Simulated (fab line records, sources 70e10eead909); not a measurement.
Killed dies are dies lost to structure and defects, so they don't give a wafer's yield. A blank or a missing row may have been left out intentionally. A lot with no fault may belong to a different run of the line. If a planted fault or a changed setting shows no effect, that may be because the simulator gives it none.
Chamber matching | flow nand-harc | NHARC_P_ZERO_WELL_DESCUM_13 on rie-diel-11: 4 sister chambers
The step chemistry O2, time 3 s. 8 wafers are shown with their chamber, then 11 later ones without.

== WAFERS PAIRED WITH THEIR CHAMBERS ==
wafer  | chamber | drypump-motor-current-A (A) | throttle-valve-pct (%)
L081.5 | 0       | 5.9                         | 11.306
L083.2 | 1       | 5.8                         | 11.329
L088.5 | 1       | 5.8                         | 11.295
L088.6 | 2       | 5.1                         | 11.308
L089.1 | 2       | 5.1                         | 11.324
L089.3 | 3       | 5.4                         | 11.310
L089.6 | 0       | 5.9                         | 11.295
L091.1 | 3       | 5.3                         | 11.309

== WAFERS WITH NO CHAMBER GIVEN ==
wafer  | drypump-motor-current-A (A) | throttle-valve-pct (%)
L091.3 | 5.9                         | 11.327
L091.5 | 5.4                         | 11.316
L093.1 | 5.9                         | 11.307
L093.2 | 5.1                         | 11.296
L093.6 | 5.8                         | 11.319
L095.1 | 5.8                         | 11.303
L095.2 | 5.4                         | 11.315
L095.4 | 5.1                         | 11.300
L097.1 | 5.4                         | 11.293
L097.4 | 5.9                         | 11.316
L097.5 | 5.4                         | 11.321

== THE CHAMBER EACH PASSED THROUGH ==
wafer  | from the rows above     | in truth
L091.3 | can't be placed: 0 or 1 | 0
L091.5 | 3                       | 3
L093.1 | 0                       | 0
L093.2 | 2                       | 2
L093.6 | 1                       | 1
L095.1 | 1                       | 1
L095.2 | 3                       | 3
L095.4 | 2                       | 2
L097.1 | 3                       | 3
L097.4 | can't be placed: 0 or 1 | 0
L097.5 | 3                       | 3
9 of 11 placed correctly. Not placeable from these rows: 2 (in 2, the candidates include the true chamber). Number placed wrongly: 0.
How it was worked out, from the rows above alone: a wafer's distance from a chamber is the root of the sum, over the readings, of the square of ((its reading less the chamber's mean) divided by the reading's scatter). If the next closest chamber is less than 2 further off than the closest, the wafer can't be placed; otherwise it belongs to the closest. For every chamber, the mean is computed from those of its wafers that are shown. How the scatter is found: for the shown wafers, subtract from each reading the mean of its chamber, square and add these, divide the total by (wafers less chambers), then take the root.
